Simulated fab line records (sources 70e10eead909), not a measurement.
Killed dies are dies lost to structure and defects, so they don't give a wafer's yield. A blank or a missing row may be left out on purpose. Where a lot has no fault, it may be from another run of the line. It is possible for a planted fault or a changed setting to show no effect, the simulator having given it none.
Chamber matching + flow nandHarc + 4 sister chambers for NHARC_P_M1_CMP_23 on cmp-02
The step polishes, t overpolish 20 s, target thk 157.82 nm. 8 wafers are shown with their chamber, then 10 later ones without.

## WAFERS WITH THEIR CHAMBER
| wafer  | chamber | motorCurrentA (A) | timeToEndpointS (s) |
|--------|---------|-------------------|---------------------|
| L077.6 | 0       | 12.3              | 31.5                |
| L078.3 | 0       | 13.5              | 28.1                |
| L078.6 | 3       | 10.7              | 32.2                |
| L080.3 | 2       | 12.4              | 29.1                |
| L080.5 | 2       | 12.2              | 27.8                |
| L080.6 | 1       | 12.6              | 24.6                |
| L089.1 | 1       | 12.7              | 29.1                |
| L089.3 | 3       | 10.6              | 34.7                |

## WAFERS WITH NO CHAMBER GIVEN
| wafer  | motorCurrentA (A) | timeToEndpointS (s) |
|--------|-------------------|---------------------|
| L089.4 | 13.9              | 29.4                |
| L091.2 | 12.3              | 30.2                |
| L091.3 | 13.2              | 31.8                |
| L091.6 | 13.0              | 31.5                |
| L093.2 | 13.8              | 32.0                |
| L093.3 | 13.2              | 28.4                |
| L093.5 | 12.0              | 28.4                |
| L096.1 | 10.6              | 38.9                |
| L096.3 | 12.8              | 35.9                |
| L096.4 | 12.7              | 30.3                |

## CHAMBER TAKEN BY EACH
| wafer  | from the rows above          | in truth |
|--------|------------------------------|----------|
| L089.4 | can't be placed: 0 or 1 or 2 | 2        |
| L091.2 | can't be placed: 2 or 0 or 1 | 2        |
| L091.3 | can't be placed: 0 or 1 or 2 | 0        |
| L091.6 | can't be placed: 0 or 2 or 1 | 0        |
| L093.2 | can't be placed: 0 or 1 or 2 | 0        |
| L093.3 | can't be placed: 0 or 1 or 2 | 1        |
| L093.5 | can't be placed: 2 or 1 or 0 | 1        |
| L096.1 | 3                            | 3        |
| L096.3 | can't be placed: 0 or 2 or 1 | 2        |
| L096.4 | can't be placed: 0 or 2 or 1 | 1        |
Correct placement for 1 of the 10. From these rows, 9 cannot be placed; in 9 the true chamber is one of the candidates. Wrongly placed: 0.
How it was worked out, from the rows above alone: a wafer's distance from a chamber is the root of the sum, over the readings, of the square of ((its reading less the chamber's mean) divided by the reading's scatter). The wafer belongs to the nearest chamber; if the next one is less than 2 further off, it can't be placed. A chamber's mean is the mean of its shown wafers. The scatter: take each reading less its chamber's mean, square it, sum over the shown wafers, divide by the number of wafers less the number of chambers, and take the root.
